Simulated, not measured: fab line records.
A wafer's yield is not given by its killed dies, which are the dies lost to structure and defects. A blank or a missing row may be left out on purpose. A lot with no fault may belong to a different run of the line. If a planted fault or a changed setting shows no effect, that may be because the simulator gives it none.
Comparing a struck lot with a sound one / flow n5Finfet / 36 steps out of a route of 1938
Sound: wafers L465.3, L465.4, L465.5. Struck: wafers L476.2, L476.4, L476.6. The cause is given at the end.
Per side, at each step with rows, come the tool, then ch with its chambers, and then its first start. Under that, the readings that differ: sound wafers / struck wafers / difference of the means / sigmas: that difference in standard deviations of wafers without a fault.
alike: words and numbers the same on both sides, and readings whose means are apart by under 2 such deviations; not compared: readings that were withheld, readings missing a value for some wafer, numbers with overlapping values and no deviation given by the record, and bounds like >300 which may hide the same value.
Wherever a step has rows on one side only, a row that says differs or no value, or a row with sigmas, the two part there. When numbers do not overlap yet have no deviation, they are printed without sigmas and do not part them. A reading that every wafer of one side lacks parts them only if that side has two wafers or more.

first, 9 steps without rows for these wafers: N5_WELL_APT_COAT_19 (resist thk 950 nm); N5_WELL_APT_EBR_21; N5_WELL_APT_SOFTBAKE_20 (time 60 s); N5_WELL_APT_EXPOSE_22 (exposes mask PWELL, defocus 0 nm, target cd 200 nm); N5_WELL_APT_PEB_23 (peb time 90 s); N5_WELL_APT_DEVELOP_24 (develop time 45 s); N5_WELL_APT_HARDBAKE_29 (time 120 s); N5_WELL_APT_DESCUM_30 (chemistry O2, time 7.9 s); N5_WELL_APT_IMPLANT_31.
N5_WELL_APT_IMPLANT_32:
  sound on implanter-01 ch 0, day 3 15:24; struck on implanter-01 ch 0, day 6 09:16
reading=doseIonsCm2; sound=1.9971e+13 1.9971e+13 1.9966e+13; struck=2.4318e+13 2.4309e+13 2.4312e+13; difference=+4.3437e+12; sigmas=+99 or more
reading=faradayCurrentUA; sound=256 249 250; struck=307 309 304; difference=+55; sigmas=+11
reading=rotationDeg (degrees); sound=-0.046 -0.034 -0.024; struck=0.030 0.063 0.007; difference=+0.068; sigmas=+3
then, 25 steps without rows for these wafers: N5_WELL_APT_STRIP_33 (strips in SPM, time 900 s); N5_WELL_APT_RTA_34 (time 10 s); N5_WELL_APT_OXIDE_STRIP_42 (strips SiO2 in dHF, time 45 s, target depth 12 nm); N5_WELL_APT_PRECLEAN_36 (cleans in O3/DIW, time 45 s); N5_WELL_APT_PRECLEAN_39 (cleans in dHF, time 60 s); N5_WELL_APT_SRD_37 (time 30 s); N5_WELL_APT_EPI_41 (deposits Si from SiH4/H2, target thk 50 nm, time 297.7 s); N5_PMOS_HMC_CHANNEL_EPI_HM_DEP_34 (deposits SiO2 from TEOS/O2, target thk 36 nm, time 6.9 s); N5_PMOS_HMC_CHANNEL_EPI_COAT_31 (time 60 s, resist thk 66 nm); N5_PMOS_HMC_CHANNEL_EPI_COAT_03 (resist thk 205 nm); N5_PMOS_HMC_CHANNEL_EPI_EBR_05; N5_PMOS_HMC_CHANNEL_EPI_SOFTBAKE_04 (time 60 s); N5_PMOS_HMC_CHANNEL_EPI_EXPOSE_06 (exposes mask PMOS HMC BLK, target cd 240 nm); N5_PMOS_HMC_CHANNEL_EPI_PEB_07 (peb time 60 s); N5_PMOS_HMC_CHANNEL_EPI_DEVELOP_08 (develop time 30 s); N5_PMOS_HMC_CHANNEL_EPI_DESCUM_14 (chemistry O2, time 7.9 s); N5_PMOS_HMC_CHANNEL_EPI_ETCH_32 (etches BARC in N2/H2, stops on SiO2, target depth 85.8 nm, time 50.3 s); N5_PMOS_HMC_CHANNEL_EPI_HM_OPEN_15 (chemistry CHF3/O2, target SiO2, target depth 40.6 nm, time 20.3 s); N5_PMOS_HMC_CHANNEL_EPI_STRIP_33 (strips in N2/H2); N5_PMOS_HMC_CHANNEL_EPI_STRIP_17 (strips in SPM, time 750 s); N5_PMOS_HMC_CHANNEL_EPI_ETCH_38 (etches SiO2 in CF4, target depth 1.5 nm); N5_PMOS_HMC_CHANNEL_EPI_FIN_RECESS_16 (chemistry HBr/Cl2, target Si, target depth 54 nm, time 18 s); N5_PMOS_HMC_CHANNEL_EPI_PRECLEAN_36 (cleans in O3/DIW, time 45 s); N5_PMOS_HMC_CHANNEL_EPI_PRECLEAN_18 (cleans in DHF, time 30 s); N5_PMOS_HMC_CHANNEL_EPI_SRD_19 (time 30 s).
-- the record jumps here: 8 days lie between the struck wafers' starts before and after (it left off in module PMOS_HMC_CHANNEL_EPI and takes up again in module BEOL_M4, whose first step shown is number 1111 of the route) --
N5_BEOL_M4_RC_MEAS_101:
  sound on prober-01 ch 0, day 11 06:15; struck on prober-02 ch 0, day 14 05:34
reading=CJ_N; sound=4.42 4.34 4.34; struck=4.88 4.69 4.83; difference=+0.43; sigmas=+5
  alike: DIBL_N, DIBL_P, IOFF_N, IOFF_P, ION_N, ION_P, SS_N, SS_P, VT_N, VT_P

## WHERE THEY PART
At N5_WELL_APT_IMPLANT_32 first; at N5_BEOL_M4_RC_MEAS_101 last (within this record only).

WHY: whatever the simulator had introduced
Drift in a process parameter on implanter-01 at N5_WELL_APT_IMPLANT_32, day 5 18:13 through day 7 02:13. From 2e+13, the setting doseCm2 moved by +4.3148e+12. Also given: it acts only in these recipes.
